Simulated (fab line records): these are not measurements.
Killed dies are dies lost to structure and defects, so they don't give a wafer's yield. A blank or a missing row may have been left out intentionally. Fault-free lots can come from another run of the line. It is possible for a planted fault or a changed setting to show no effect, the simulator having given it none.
Matching of chambers	flow nand_harc	rie_diel-13 running NHARC_A_STAIRCASE_DESCUM_443: 4 sister chambers
The step chemistry O2, time 3 s. 24 wafers are shown with their chamber, then 12 later ones without.

== EACH WAFER AND ITS CHAMBER ==
wafer	chamber	drypump_motor_current_A (A)	showerhead_plenum_p_Torr (Torr)	rf_vpp_V (V)
L074.1	1	5.3	1.81	57.3
L074.5	3	5.5	1.81	56.5
L074.6	0	5.5	2.07	58.5
L076.2	2	6.6	1.86	57.3
L076.4	1	5.4	1.81	57.3
L076.5	2	6.6	1.86	56.5
L076.1	0	5.5	2.07	59.3
L076.3	3	5.5	1.81	56.2
L076.6	1	5.4	1.81	57.4
L079.2	1	5.3	1.80	57.4
L079.3	0	5.5	2.06	58.1
L079.6	1	5.4	1.80	56.0
L081.3	1	5.4	1.80	57.1
L081.5	1	5.4	1.80	58.4
L081.6	0	5.5	2.06	58.5
L080.1	2	6.6	1.85	58.2
L080.2	1	5.4	1.80	57.8
L080.4	0	5.5	2.06	57.9
L083.2	2	6.6	1.85	57.3
L083.3	0	5.5	2.05	57.9
L083.4	1	5.3	1.80	57.7
L087.1	2	6.6	1.85	58.1
L087.4	0	5.5	2.05	58.4
L087.6	1	5.4	1.80	58.3

SIGNATURES (averages over the wafers above)
reading	chamber 0	chamber 1	chamber 2	chamber 3	scatter within a chamber
drypump_motor_current_A	5.500	5.370	6.600	5.500	0.0324
showerhead_plenum_p_Torr	2.0600	1.8030	1.8540	1.8100	0.00604
rf_vpp_V	58.371	57.470	57.480	56.350	0.611
Rule: a wafer lies at a distance from a chamber equal to the root of the sum of squares, over the readings, of (its reading less the chamber's mean, divided by the reading's scatter). If the next closest chamber is less than 2 further off than the closest, the wafer can't be placed; otherwise it belongs to the closest. How the scatter is found: for the shown wafers, subtract from each reading the mean of its chamber, square and add these, divide the total by (wafers less chambers), then take the root.

== WAFERS MISSING THEIR CHAMBER ==
wafer	drypump_motor_current_A (A)	showerhead_plenum_p_Torr (Torr)	rf_vpp_V (V)
L088.1	6.6	1.85	57.4
L088.2	5.5	2.05	57.5
L088.3	5.4	1.80	57.2
L091.1	6.6	1.84	57.4
L091.3	5.4	1.79	58.2
L091.5	5.5	1.80	56.0
L094.1	6.6	1.84	56.4
L094.2	5.5	2.04	57.9
L094.5	5.4	1.79	56.7
L097.3	5.5	2.04	59.5
L097.4	6.6	1.84	56.7
L097.5	5.4	1.78	57.3

== WHICH CHAMBER EACH WENT THROUGH ==
wafer	from the rows above	in truth
L088.1	2	2
L088.2	0	0
L088.3	1	1
L091.1	2	2
L091.3	1	1
L091.5	3	3
L094.1	2	2
L094.2	0	0
L094.5	can't be placed: 1 or 3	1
L097.3	0	0
L097.4	2	2
L097.5	1	1
Placed correctly: 11 of 12. Unplaceable from these rows: 1, with the true chamber sitting among the candidates in 1. Number placed wrongly: 0.
